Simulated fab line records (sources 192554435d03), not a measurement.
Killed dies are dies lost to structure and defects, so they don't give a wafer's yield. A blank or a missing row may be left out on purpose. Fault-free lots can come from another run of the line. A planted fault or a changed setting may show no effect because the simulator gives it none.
Lot-split experiment    flow n5Finfet    route with 1938 steps; 7 lots, 21 wafers read

## SPLIT DETAILS
At N5_MOL_CONTACT_COAG_EXPOSE_05 (exposes mask CA, defocus 0 nm), the setting doseMj was moved away from the recipe's 38.25 on 6 of the 21 wafers read, by -4.9% to +4.8%. This setting was run at the recipe's value on the other wafers.

## FROM THE SPLIT TO THE READING: what the file shows between them, 2 steps
- N5_MOL_CONTACT_COAG_PEB_06: peb time 60 s
- N5_MOL_CONTACT_COAG_DEVELOP_07: develop time 30 s

## THE READING
cdNm, in nm, at N5_MOL_CONTACT_COAG_CD_MEAS_08 (target cd 28 nm). On this fab line, fault-free wafers typically give 28.03 nm with a standard deviation of 0.26 nm.

wafer   tool, chamber at the split  doseMj as run  against the recipe  cdNm, nm  against lot-mates on the recipe
L081.2  euvScanner-01, 0            39.97          +4.5%               28.83     +1.18
L081.4  euvScanner-01, 0            38.25          recipe              27.78     -
L081.5  euvScanner-01, 0            38.25          recipe              27.52     -
L082.2  euvScanner-01, 0            38.25          recipe              28.04     -
L082.3  euvScanner-01, 0            38.25          recipe              28.02     -
L082.5  euvScanner-01, 0            38.25          recipe              28.09     -
L083.2  euvScanner-01, 0            38.25          recipe              28.16     -
L083.3  euvScanner-01, 0            40.07          +4.8%               29.33     +1.40
L083.6  euvScanner-01, 0            38.25          recipe              27.69     -
L086.1  euvScanner-01, 0            38.25          recipe              27.94     -
L086.3  euvScanner-01, 0            36.37          -4.9%               26.50     -1.44
L086.5  euvScanner-01, 0            36.37          -4.9%               26.67     -1.27
L087.1  euvScanner-02, 0            37.03          -3.2%               27.43     -0.45
L087.4  euvScanner-02, 0            38.25          recipe              27.88     -
L087.5  euvScanner-02, 0            37.03          -3.2%               27.54     -0.34
L092.1  euvScanner-01, 0            38.25          recipe              27.95     -
L092.2  euvScanner-01, 0            38.25          recipe              28.09     -
L092.5  euvScanner-01, 0            38.25          recipe              27.89     -
L096.1  euvScanner-01, 0            38.25          recipe              27.76     -
L096.2  euvScanner-01, 0            38.25          recipe              27.80     -
L096.3  euvScanner-01, 0            38.25          recipe              27.82     -

FIT RESULTS
A straight line over all 21 wafers: cdNm changes by +0.24 nm for each +1% of doseMj; r = +0.94; the points scatter about the line by 0.21 nm.
The same after taking each lot's own level away (the mean of its wafers on the recipe; 21 wafers): +0.252 nm for each +1%; r = +0.96; scatter 0.17 nm.
On that fit, the largest move of doseMj shifts the reading by 1.2 nm.
From 27.650 to 28.050 nm: that is the span of the lots' own levels, equal to 1.5 times the standard deviation above.
Consequently the slope shifts little with the lot-to-lot level, the two slopes agreeing.
Check: with one of the wafers moved furthest among these (-4.9%) left out of the fit, the line predicts -1.12 nm for it against its lot-mates. Against them it came out at -1.44 nm.

## THE WHOLE CHAIN: every reading that the file lists as answering this split, in the file's order
step                                 what it does                                                              reading                                                                       change (the file's fit)                r (the file's)
N5_MOL_CONTACT_COAG_CD_MEAS_08       target cd 28 nm                                                           cdNm                                                                          +0.258 nm for each +1% of the setting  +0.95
N5_MOL_CONTACT_COAG_ETCH_59          etches underlayer in N2/H2, target depth 13 nm, time 10.4 s               MOL_CONTACT_COAG.cdOffsetNm (the simulator's own value, which no gauge read)  +0.199 nm for each +1% of the setting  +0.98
N5_MOL_CONTACT_COAG_ETCH_105         etches SiARC in CF4, target depth 15.6 nm, time 26 s                      MOL_CONTACT_COAG.cdOffsetNm (the simulator's own value, which no gauge read)  +0.211 nm for each +1% of the setting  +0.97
N5_MOL_CONTACT_COAG_CONTACT_ETCH_14  etches SiO2 in C4F6/O2, target depth 27.5 nm, overetch 8.5 nm, time 20 s  MOL_CONTACT_COAG.cdOffsetNm (the simulator's own value, which no gauge read)  +0.217 nm for each +1% of the setting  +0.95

## FILE'S OWN FIT
cdNm changes by +0.258 nm for each +1% of doseMj, r = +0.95.
